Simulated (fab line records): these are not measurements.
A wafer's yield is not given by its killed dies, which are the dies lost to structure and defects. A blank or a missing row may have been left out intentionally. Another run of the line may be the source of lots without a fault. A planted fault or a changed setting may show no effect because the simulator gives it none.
What tool caused it? + flow nandHarc + 6 lots, 18 wafers sampled, at 5 steps of a route of 1302

WHAT EACH GAUGE READ, for each wafer
NHARC_END_SORT_01.
| lot  | measured     | on        | killedAtPeriphery |
|------|--------------|-----------|-------------------|
| L491 | day 25 02:41 | prober-02 | 3 0 2             |
| L496 | day 28 00:54 | prober-01 | 2 4 1             |
| L497 | day 28 08:50 | prober-02 | 6 8 6             |
| L508 | day 31 19:32 | prober-02 | 1 6 6             |

TOOL THAT RAN EACH LOT (tool first, then ch and the chambers of the sampled wafers, then the start)
| lot  | NHARC_A_STAIRCASE_STRIP_274       | NHARC_THIN_TSV_STRIP_62             | NHARC_THIN_TSV_PVD_19                  | NHARC_THIN_TSV_ETCH_59           |
|------|-----------------------------------|-------------------------------------|----------------------------------------|----------------------------------|
| L490 | rieDiel-11 ch 0,2, day 17 02:49   | plasmaAsher-01 ch 0,1, day 24 10:49 | pvdSputter-03, day 24 14:32 or earlier | rieMetal-02 ch 1, day 24 14:32   |
| L491 | rieDiel-01 ch 0,2,3, day 17 18:46 | plasmaAsher-01 ch 1, day 24 16:22   | pvdSputter-03, day 24 19:54 or earlier | rieMetal-01 ch 0, day 24 19:54   |
| L496 | rieDiel-08 ch 0,1,3, day 20 07:31 | plasmaAsher-01 ch 0,1, day 27 13:44 | pvdSputter-01, day 27 14:05            | rieMetal-02 ch 0,1, day 27 17:17 |
| L497 | rieDiel-01 ch 0,1, day 20 21:05   | plasmaAsher-01 ch 0,1, day 27 19:29 | pvdSputter-03, day 27 23:17 or earlier | rieMetal-03 ch 0,1, day 27 23:17 |
| L501 | rieDiel-01 ch 0,3, day 22 04:54   | plasmaAsher-01 ch 0,1, day 29 17:27 | pvdSputter-01, day 29 21:03 or earlier | rieMetal-03 ch 0,1, day 29 21:03 |
| L508 | rieDiel-08 ch 0,1,2, day 24 12:27 | plasmaAsher-01 ch 0,1, day 31 07:11 | pvdSputter-03, day 31 10:41 or earlier | rieMetal-03 ch 0,1, day 31 10:41 |
- NHARC_A_STAIRCASE_STRIP_274: strips in O2.
- NHARC_THIN_TSV_STRIP_62: strips in N2/H2, time 20 s.
- NHARC_THIN_TSV_PVD_19: deposits TaN, target thk 20 nm.
- NHARC_THIN_TSV_ETCH_59: etches the open film in Cl2/BCl3, target depth 880 nm, time 138.1 s.

THE ANSWER, worked out from the rows above alone
Rule: the lots themselves supply what counts as usual. Put in order of their means at a reading, lots are off if they are a third of the lots or fewer, leave a main group of 4 or more, and stand apart from it by a gap of 3 or more times the standard deviation of the main group's means; of several such gaps the widest counts. If all means in a main group match to the digits the tables above print for the reading, that group is not used. Also off: a lot with no number at a reading for which 4 or more lots have one. The other lots that the step has rows for count as sound.
Across all readings shown, no lot is off: no conclusion can be drawn from this.

WHAT THE SIMULATOR PUT IN
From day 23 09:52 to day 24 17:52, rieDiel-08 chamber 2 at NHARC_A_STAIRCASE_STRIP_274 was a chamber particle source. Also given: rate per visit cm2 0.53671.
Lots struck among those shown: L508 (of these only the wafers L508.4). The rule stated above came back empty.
